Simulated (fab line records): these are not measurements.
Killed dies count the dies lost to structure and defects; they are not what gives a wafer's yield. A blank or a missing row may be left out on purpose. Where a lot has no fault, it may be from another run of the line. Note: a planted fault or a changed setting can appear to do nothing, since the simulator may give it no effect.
One fault through the eyes of 2 desks ; flow n5Finfet ; each desk holds nothing but its own numbers, with what lay behind them at the end

== THE METROLOGY DESK ==
Means of the sampled wafers that have a number, per lot and without regard to the tool the lot ran on: this is what the gauges read. Marked OUT: a lot whose mean sits more than 4 standard deviations from the usual mean, which makes it out of limits; the brackets give that distance. Shown here are 7 of its 10 readings, the ones lying furthest out on some lot.
Columns: A = DIBL_P at N5_BEOL_M4_RC_MEAS_101, usual 36.7 mV/V; B = IOFF_N at N5_BEOL_M4_RC_MEAS_101, usual 0.16 nA/um; C = IOFF_P at N5_BEOL_M4_RC_MEAS_101, usual 0.22 nA/um; D = ION_N at N5_BEOL_M4_RC_MEAS_101, usual 672 uA/um; E = ION_P at N5_BEOL_M4_RC_MEAS_101, usual 462 uA/um; F = SS_N at N5_BEOL_M4_RC_MEAS_101, usual 71.6 mV/dec; G = VT_P at N5_BEOL_M4_RC_MEAS_101, usual -250 mV
lot;first seen here;A;B;C;D;E;F;G
L485;day 9 10:38;36.7;0.18;0.22;676;462;72.2;-250
L484;day 9 11:10;37.4;0.16;0.27;670;470;70.7;-245
L486;day 10 02:23;34.8;0.13;0.21;684;477;70.6;-249
L491;day 10 21:10;37.4;0.16;0.20;674;458;71.7;-254
L492;day 10 22:46;36.4;0.14;0.21;674;464;71.4;-249
L493;day 11 09:17;37.4;0.16;0.22;673;463;71.3;-250
L497;day 12 08:23;34.2;0.13;0.17;657;454;71.4;-252
L501;day 13 05:08;38.1;0.19;0.24;675;465;71.7;-247
L506;day 14 07:49;37.6;0.20;0.27;685;467;72.0;-244
L507;day 14 16:10;38.7;0.18;0.24;681;465;71.9;-249
Result from this desk: across the 10 lots, nothing is out of limits.

== DESK OF THE TOOL OWNER: cvdCo-02 ==
The tool's own readings at N5_BEOL_M4_CVD_47 (deposits Co from CCTBA/H2, target thk 3 nm, time 223.8 s): means of the sampled wafers that have a number, for each lot that ran on this tool. Marked OUT: a lot whose mean sits more than 4 standard deviations from the usual mean, which makes it out of limits; the brackets give that distance.
Columns: A = runLengthS at N5_BEOL_M4_CVD_47, usual 246.5 s
lot;first seen here;A
L484;day 9 07:46;246.0
L486;day 9 23:04;246.3
L491;day 10 17:35;137.1 (-99 or more) OUT
L492;day 10 17:43;136.8 (-99 or more) OUT
L493;day 11 04:37;136.9 (-99 or more) OUT
This desk finds L491, L492, L493 out of limits, L491 being first, at day 10 17:35 (runLengthS at N5_BEOL_M4_CVD_47). L484, L486: within limits.

== ALL TOGETHER ==
The tool owner's desk could have raised an alarm at day 10 17:35, on L491, L492, L493.
Metrology desk: nothing out of limits seen.
The metrology desk has L491, L492, L493 on record, within its limits.
On cvdCo-02, each named lot ran N5_BEOL_M4_CVD_47.

== WHAT HAD BEEN PUT IN BY THE SIMULATOR ==
Drift in process parameters on cvdCo-02 at N5_BEOL_M4_CVD_47, starting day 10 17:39. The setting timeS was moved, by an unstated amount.
Shown lots that were struck: L491, L492, L493.
